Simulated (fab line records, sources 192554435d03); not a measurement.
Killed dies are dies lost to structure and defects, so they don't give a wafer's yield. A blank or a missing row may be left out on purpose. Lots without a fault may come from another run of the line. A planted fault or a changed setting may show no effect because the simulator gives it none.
Chamber matching | flow n5_finfet | N5_BEOL_M4_PRE_CLEAN_60 on cvd_co-01: 3 sister chambers
The step time 15 s. 3 wafers are shown with their chamber, then 12 later ones without.

WAFERS WITH THEIR CHAMBER
wafer  | chamber | heater_power_w (W)
L087.2 | 0       | 76
L090.3 | 2       | 69
L090.5 | 1       | 125

WAFERS WITHOUT THEIR CHAMBER
wafer  | heater_power_w (W)
L091.1 | 70
L091.3 | 76
L091.5 | 123
L092.2 | 76
L092.4 | 70
L092.5 | 75
L093.3 | 78
L093.5 | 70
L093.6 | 76
L095.1 | 77
L095.2 | 118
L095.4 | 121

WHICH CHAMBER EACH WENT THROUGH
wafer  | from the rows above     | in truth
L091.1 | can't be placed: 2 or 0 | 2
L091.3 | 0                       | 0
L091.5 | 1                       | 1
L092.2 | 0                       | 0
L092.4 | can't be placed: 2 or 0 | 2
L092.5 | can't be placed: 0 or 2 | 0
L093.3 | 0                       | 0
L093.5 | can't be placed: 2 or 0 | 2
L093.6 | 0                       | 0
L095.1 | 0                       | 0
L095.2 | 1                       | 1
L095.4 | 1                       | 1
Placed correctly: 8 of 12. Can't be placed from these rows: 4 (the true chamber is among the candidates in 4). Placed wrongly: 0.
How it was worked out, from the rows above alone: a wafer's distance from a chamber is the root of the sum, over the readings, of the square of ((its reading less the chamber's mean) divided by the reading's scatter). The wafer belongs to the nearest chamber; if the next one is less than 2 further off, it can't be placed. A chamber's mean is the mean of its shown wafers. The scatter: with one shown wafer a chamber, the root of the mean of the squares of how far each hidden wafer lies from its nearest shown one.
